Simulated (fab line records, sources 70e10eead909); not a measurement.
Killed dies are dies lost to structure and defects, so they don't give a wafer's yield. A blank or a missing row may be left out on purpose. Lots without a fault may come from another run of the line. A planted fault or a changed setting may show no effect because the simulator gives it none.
A struck lot beside a sound one | flow nand_harc | 14 steps out of a route of 1302
Sound: wafers L454.2, L454.5, L454.6. Struck: wafers L461.1, L461.3, L461.6. The cause comes at the end.
At each step with rows: each side's tool, then ch and its chambers, then its first start. Under that, the readings that differ: sound wafers | struck wafers | difference of the means | sigmas: that difference in standard deviations of wafers without a fault.
alike: readings whose means differ by less than 2 such deviations, and words and numbers that are the same on both sides. not compared: withheld readings, readings that some wafer has no value for, bounds like >300 that may hide the same value, and numbers for which the record gives no deviation and whose values overlap.
The two part at a step that has a row with sigmas, a row that says differs or no value, or rows on one side only. Numbers that don't overlap but have no deviation are shown without sigmas and don't part them. A reading that every wafer of one side lacks parts them only if that side has two wafers or more.

first, 2 steps without rows for these wafers: NHARC_A_SOURCE_PLATE_CVD_03 (deposits poly-Si, target thk 200 nm, time 4000 s); NHARC_A_SOURCE_PLATE_ANNEAL_05 (time 1800 s).
NHARC_A_SOURCE_PLATE_THK_MEAS_06: measures by ellipsometry.
  sound on film_metro-01, day 8 23:59; struck on film_metro-02, day 11 11:40
  alike: thk_nm
NHARC_A_SOURCE_PLATE_INSPECT_08:
  sound on defect_inspect-01, day 9 00:05; struck on defect_inspect-01, day 11 11:44
  alike: raw_defect_count
then, 1 step without rows for these wafers: NHARC_A_ONON_D1_DEP_00 (target thk 1000 nm).
NHARC_A_ONON_D1_THK_MEAS_02: measures by ellipsometry.
  sound on film_metro-02, day 9 00:40; struck on film_metro-02, day 11 12:18
  reading     | sound       | struck         | difference | sigmas
  thk_nm (nm) | 996 999 999 | 1016 1015 1018 | +18        | +2
then, 1 step without rows for these wafers: NHARC_A_ONON_D1_DEP_03 (target thk 1000 nm).
NHARC_A_ONON_D1_THK_MEAS_05: measures by ellipsometry.
  sound on film_metro-02, day 9 01:14; struck on film_metro-02, day 11 12:52
  alike: thk_nm
then, 1 step without rows for these wafers: NHARC_A_ONON_D1_DEP_06 (target thk 1000 nm).
NHARC_A_ONON_D1_THK_MEAS_08: measures by ellipsometry.
  sound on film_metro-01, day 9 01:49; struck on film_metro-02, day 11 13:26
  alike: thk_nm
NHARC_A_ONON_D1_DEP_09: target thk 1000 nm.
  sound on pecvd_onon-03 ch 0, day 9 01:55; struck on pecvd_onon-02 ch 0, day 11 13:29
  alike: sih4_flow_sccm
NHARC_A_ONON_D1_THK_MEAS_11: measures by ellipsometry.
  sound on film_metro-01, day 9 02:23; struck on film_metro-01, day 11 14:00
  reading     | sound       | struck         | difference | sigmas
  thk_nm (nm) | 992 990 992 | 1723 1721 1722 | +731       | +91
then, 1 step without rows for these wafers: NHARC_A_ONON_D1_DEP_12 (target thk 1000 nm).
-- the record jumps here: 17 days lie between the struck wafers' starts before and after (it left off in module A_ONON_D1 and takes up again in module END, whose first step shown is number 1302 of the route) --
NHARC_END_SORT_01:
  the record has rows for the struck wafers here (prober-01 ch 0, day 28 19:02) and none for the sound ones

WHERE THEY PART
First at NHARC_A_ONON_D1_THK_MEAS_02; last, within this record, at NHARC_END_SORT_01.

WHY: what the simulator had put in
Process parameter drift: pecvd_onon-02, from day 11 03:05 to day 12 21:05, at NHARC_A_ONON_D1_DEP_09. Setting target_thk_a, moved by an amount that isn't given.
